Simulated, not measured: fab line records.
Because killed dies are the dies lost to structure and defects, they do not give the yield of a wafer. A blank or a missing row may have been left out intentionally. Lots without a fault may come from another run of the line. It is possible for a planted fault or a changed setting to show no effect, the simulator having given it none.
Lot-split experiment    flow n5Finfet    7 lots, 39 wafers read, on a route of 1938 steps

## SPLIT DETAILS
At N5_BEOL_M2_ETCHBACK_99 (etches SiO2 in CHF3, target depth 5 nm, time 10.4 s), the setting timeS was moved away from the recipe's 10.4 s on 15 of the 39 wafers read, by -49.6% to +55.0%. This setting was run at the recipe's value on the other wafers.

The reading comes from the split's own step.

## THE READING
CAR-EUV_of_BEOL_M2_COAT_22.thkNm (the simulator's own value, which no gauge read), in nm, at N5_BEOL_M2_ETCHBACK_99 (etches SiO2 in CHF3, target depth 5 nm, time 10.4 s). The file gives no usual value for it. Average 10.4 nm, standard deviation 0.099 nm, over the 24 wafers here run with the recipe.

wafer   tool, chamber at the split  timeS as run, s  against the recipe  CAR-EUV_of_BEOL_M2_COAT_22.thkNm, nm  against lot-mates on the recipe
L074.1  rieDiel-01, 0,2             10.4             recipe              10.4                                  -
L074.2  rieDiel-01, 0,2             10.4             recipe              10.4                                  -
L074.3  rieDiel-01, 1               10.4             recipe              10.2                                  -
L074.4  rieDiel-01, 3,1,0           15.97            +53.6%              10                                    -0.3
L074.5  rieDiel-01, 3,1,0           15.97            +53.6%              10                                    -0.3
L074.6  rieDiel-01, 3,1,0           15.97            +53.6%              10                                    -0.3
L077.1  rieDiel-05, 1,2,3,0         10.4             recipe              10.4                                  -
L077.2  rieDiel-05, 1,2,3,0         10.4             recipe              10.4                                  -
L077.3  rieDiel-05, 1,2,3,0         10.4             recipe              10.4                                  -
L077.5  rieDiel-05, 1,2,3,0         10.4             recipe              10.4                                  -
L077.4  rieDiel-05, 0,1             10.4             recipe              10.6                                  -
L077.6  rieDiel-05, 0,1             10.4             recipe              10.6                                  -
L080.1  rieDiel-04, 0               10.4             recipe              10.2                                  -
L080.2  rieDiel-04, 3,1,2           16.12            +55.0%              10                                    -0.3
L080.3  rieDiel-04, 3,1,2           16.12            +55.0%              10                                    -0.3
L080.4  rieDiel-04, 3,1,2           16.12            +55.0%              10                                    -0.3
L080.5  rieDiel-04, 0,3             10.4             recipe              10.4                                  -
L080.6  rieDiel-04, 0,3             10.4             recipe              10.4                                  -
L085.3  rieDiel-01, 2               10.4             recipe              10.6                                  -
L085.4  rieDiel-01, 3,0             10.4             recipe              10.4                                  -
L085.6  rieDiel-01, 3,0             10.4             recipe              10.4                                  -
L089.1  rieDiel-01, 3,3,0           10.4             recipe              10.4                                  -
L089.4  rieDiel-01, 3,3,0           10.4             recipe              10.4                                  -
L089.6  rieDiel-01, 3,3,0           10.4             recipe              10.4                                  -
L089.2  rieDiel-01, 0,1,1           15.08            +45.0%              10                                    -0.4
L089.3  rieDiel-01, 0,1,1           15.08            +45.0%              10                                    -0.4
L089.5  rieDiel-01, 0,1,1           15.08            +45.0%              10                                    -0.4
L090.1  rieDiel-04, 0,2             5.241            -49.6%              10.8                                  +0.3
L090.5  rieDiel-04, 0,2             5.241            -49.6%              10.8                                  +0.3
L090.2  rieDiel-04, 3               5.241            -49.6%              10.6                                  +0.1
L090.3  rieDiel-04, 1               10.4             recipe              10.6                                  -
L090.4  rieDiel-04, 2,1             10.4             recipe              10.4                                  -
L090.6  rieDiel-04, 2,1             10.4             recipe              10.4                                  -
L094.1  rieDiel-01, 2,0,3           10.4             recipe              10.4                                  -
L094.2  rieDiel-01, 2,0,3           10.4             recipe              10.4                                  -
L094.3  rieDiel-01, 2,0,3           10.4             recipe              10.4                                  -
L094.4  rieDiel-01, 1,0             8.698            -16.4%              10.4                                  +0.0
L094.6  rieDiel-01, 1,0             8.698            -16.4%              10.4                                  +0.0
L094.5  rieDiel-01, 3               8.698            -16.4%              10.6                                  +0.2
Where a row lists several chambers, the file gives one row for several wafers and doesn't say which wafer went through which chamber.

FIT RESULTS
A straight line over all 39 wafers: CAR-EUV_of_BEOL_M2_COAT_22.thkNm changes by -0.00741 nm for each +1% of timeS; r = -0.92; the points scatter about the line by 0.093 nm.
The same after taking each lot's own level away (the mean of its wafers on the recipe; 39 wafers): -0.00632 nm for each +1%; r = -0.91; scatter 0.083 nm.
According to that fit, moving timeS by its largest amount changes the reading by 0.35 nm.
Across the lots, their own levels run from 10.33 to 10.47 nm, a range of 1.4 times the standard deviation given above.
Thus the slope moves with the lot-to-lot level: the two fits are different.
Check: -0.365 nm against its lot-mates is what the line predicts for one of the wafers moved furthest among these (+55.0%) when that wafer is left out of the fit. It came out at -0.333 nm against them.

## THE OTHER SPLITS THESE WAFERS WENT THROUGH
Before the reading, these wafers also passed through other splits. Each is held against what the fit with the lots' levels taken away leaves over:
other split on the same wafers      wafers away from the commonest value  r with CAR-EUV_of_BEOL_M2_COAT_22.thkNm (lot level and that fit taken away)
N5_FIN_SAQP_HM_DEP_03 timeS         12                                    -0.29
N5_DUMMY_GATE_ETCH_44 targetDepthA  18                                    +0.17
N5_BEOL_M0_SAQP_PECVD_97 timeS      18                                    +0.15
N5_BEOL_M0_DEP_125 targetThkA       12                                    -0.15

## FILE'S OWN FIT
CAR-EUV_of_BEOL_M2_COAT_22.thkNm changes by -0.00643 nm for each +1% of timeS, r = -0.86.
